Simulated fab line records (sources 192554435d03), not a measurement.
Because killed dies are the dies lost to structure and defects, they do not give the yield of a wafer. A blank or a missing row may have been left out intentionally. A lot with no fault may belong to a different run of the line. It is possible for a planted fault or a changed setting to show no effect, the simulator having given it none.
Matching of chambers + flow n5-finfet + N5_BEOL_M0_SAQP_SPACER1_ALD_98 on ald-sin-03: 4 sister chambers
The step deposits SiO2, target thk 12.8 nm, pulse time 1 s, purge time 2 s. 8 wafers are shown with their chamber, then 8 later ones without.

EACH WAFER AND ITS CHAMBER
| wafer  | chamber | heater-power-w (W) | heater-power-outer-w (W) |
|--------|---------|--------------------|--------------------------|
| L076.3 | 1       | 510                | 279                      |
| L082.2 | 2       | 435                | 251                      |
| L082.3 | 3       | 518                | 291                      |
| L082.6 | 0       | 449                | 268                      |
| L087.1 | 2       | 440                | 243                      |
| L087.2 | 3       | 523                | 284                      |
| L087.3 | 0       | 456                | 261                      |
| L089.1 | 1       | 519                | 273                      |

WAFERS WITHOUT THEIR CHAMBER
| wafer  | heater-power-w (W) | heater-power-outer-w (W) |
|--------|--------------------|--------------------------|
| L089.3 | 458                | 266                      |
| L089.6 | 457                | 259                      |
| L093.3 | 517                | 275                      |
| L093.4 | 453                | 272                      |
| L093.6 | 510                | 274                      |
| L094.1 | 524                | 280                      |
| L094.4 | 438                | 248                      |
| L094.6 | 429                | 241                      |

EACH ONE'S CHAMBER
| wafer  | from the rows above     | in truth |
|--------|-------------------------|----------|
| L089.3 | 0                       | 0        |
| L089.6 | 0                       | 0        |
| L093.3 | 1                       | 1        |
| L093.4 | 0                       | 0        |
| L093.6 | 1                       | 1        |
| L094.1 | can't be placed: 3 or 1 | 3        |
| L094.4 | 2                       | 2        |
| L094.6 | 2                       | 2        |
Correct placement for 7 of the 8. From these rows, 1 cannot be placed; in 1 the true chamber is one of the candidates. Wrongly placed: 0.
How it was worked out, from the rows above alone: a wafer's distance from a chamber is the root of the sum, over the readings, of the square of ((its reading less the chamber's mean) divided by the reading's scatter). The wafer belongs to the nearest chamber; if the next one is less than 2 further off, it can't be placed. For every chamber, the mean is computed from those of its wafers that are shown. How the scatter is found: for the shown wafers, subtract from each reading the mean of its chamber, square and add these, divide the total by (wafers less chambers), then take the root.
